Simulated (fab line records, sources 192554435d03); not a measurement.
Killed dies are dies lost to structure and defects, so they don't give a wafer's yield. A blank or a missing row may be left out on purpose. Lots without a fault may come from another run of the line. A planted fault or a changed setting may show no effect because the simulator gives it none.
Chamber matching | flow n5_finfet | N5_BEOL_M1_ALD_98 on ald_sin-02: 4 sister chambers
The step deposits SiO2, target thk 2.5 nm, pulse time 1 s, co reactant pulse time 1 s. 4 wafers are shown with their chamber, then 10 later ones without.

WAFERS WITH THEIR CHAMBER
wafer  | chamber | heater_power_w (W)
L083.6 | 1       | 79
L086.3 | 2       | 82
L085.1 | 3       | 81
L085.2 | 0       | 68

WAFERS WITHOUT THEIR CHAMBER
wafer  | heater_power_w (W)
L085.5 | 80
L091.1 | 80
L091.5 | 68
L091.6 | 81
L093.1 | 82
L093.4 | 81
L093.6 | 80
L095.3 | 79
L095.5 | 79
L095.6 | 68

WHICH CHAMBER EACH WENT THROUGH
wafer  | from the rows above          | in truth
L085.5 | can't be placed: 1 or 3 or 2 | 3
L091.1 | can't be placed: 1 or 3 or 2 | 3
L091.5 | 0                            | 0
L091.6 | can't be placed: 3 or 2      | 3
L093.1 | can't be placed: 2 or 3      | 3
L093.4 | can't be placed: 3 or 2      | 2
L093.6 | can't be placed: 1 or 3 or 2 | 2
L095.3 | 1                            | 1
L095.5 | 1                            | 1
L095.6 | 0                            | 0
Placed correctly: 4 of 10. Can't be placed from these rows: 6 (the true chamber is among the candidates in 6). Placed wrongly: 0.
How it was worked out, from the rows above alone: a wafer's distance from a chamber is the root of the sum, over the readings, of the square of ((its reading less the chamber's mean) divided by the reading's scatter). The wafer belongs to the nearest chamber; if the next one is less than 2 further off, it can't be placed. A chamber's mean is the mean of its shown wafers. The scatter: with one shown wafer a chamber, the root of the mean of the squares of how far each hidden wafer lies from its nearest shown one.
